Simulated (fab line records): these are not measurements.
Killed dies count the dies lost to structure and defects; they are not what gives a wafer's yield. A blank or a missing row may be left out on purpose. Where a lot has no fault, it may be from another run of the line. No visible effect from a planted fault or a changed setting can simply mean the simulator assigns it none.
Chamber matching + flow n5 finfet + rie si-03 running N5_DUMMY_GATE_ETCH_32: 4 sister chambers
The step etches SiO2 in CF4, target depth 3.5 nm, time 3.9 s. 7 wafers are shown with their chamber, then 7 later ones without.

## WAFERS PAIRED WITH THEIR CHAMBERS
| wafer  | chamber | throttle valve pct (%) | drypump motor current A (A) |
|--------|---------|------------------------|-----------------------------|
| L075.1 | 1       | 21.96                  | 5.38                        |
| L081.3 | 3       | 22.01                  | 5.85                        |
| L090.1 | 0       | 21.29                  | 5.86                        |
| L090.3 | 2       | 21.80                  | 5.82                        |
| L090.4 | 1       | 21.94                  | 5.34                        |
| L091.3 | 2       | 21.80                  | 5.85                        |
| L091.4 | 0       | 21.29                  | 5.89                        |

## WAFERS WITH NO CHAMBER GIVEN
| wafer  | throttle valve pct (%) | drypump motor current A (A) |
|--------|------------------------|-----------------------------|
| L091.5 | 22.01                  | 5.84                        |
| L095.2 | 21.27                  | 5.91                        |
| L095.3 | 21.78                  | 5.81                        |
| L095.6 | 22.02                  | 5.88                        |
| L097.2 | 21.96                  | 5.37                        |
| L097.3 | 21.29                  | 5.90                        |
| L097.5 | 21.80                  | 5.83                        |

## CHAMBER TAKEN BY EACH
| wafer  | from the rows above | in truth |
|--------|---------------------|----------|
| L091.5 | 3                   | 3        |
| L095.2 | 0                   | 0        |
| L095.3 | 2                   | 2        |
| L095.6 | 3                   | 3        |
| L097.2 | 1                   | 1        |
| L097.3 | 0                   | 0        |
| L097.5 | 2                   | 2        |
7 of 7 placed correctly. Can't be placed from these rows: 0. Wrongly placed: 0.
How it was worked out, from the rows above alone: a wafer's distance from a chamber is the root of the sum, over the readings, of the square of ((its reading less the chamber's mean) divided by the reading's scatter). The wafer belongs to the nearest chamber; if the next one is less than 2 further off, it can't be placed. For every chamber, the mean is computed from those of its wafers that are shown. The scatter is the square root of a quotient: the sum, over the shown wafers, of each reading's squared deviation from its chamber's mean, divided by wafers minus chambers.
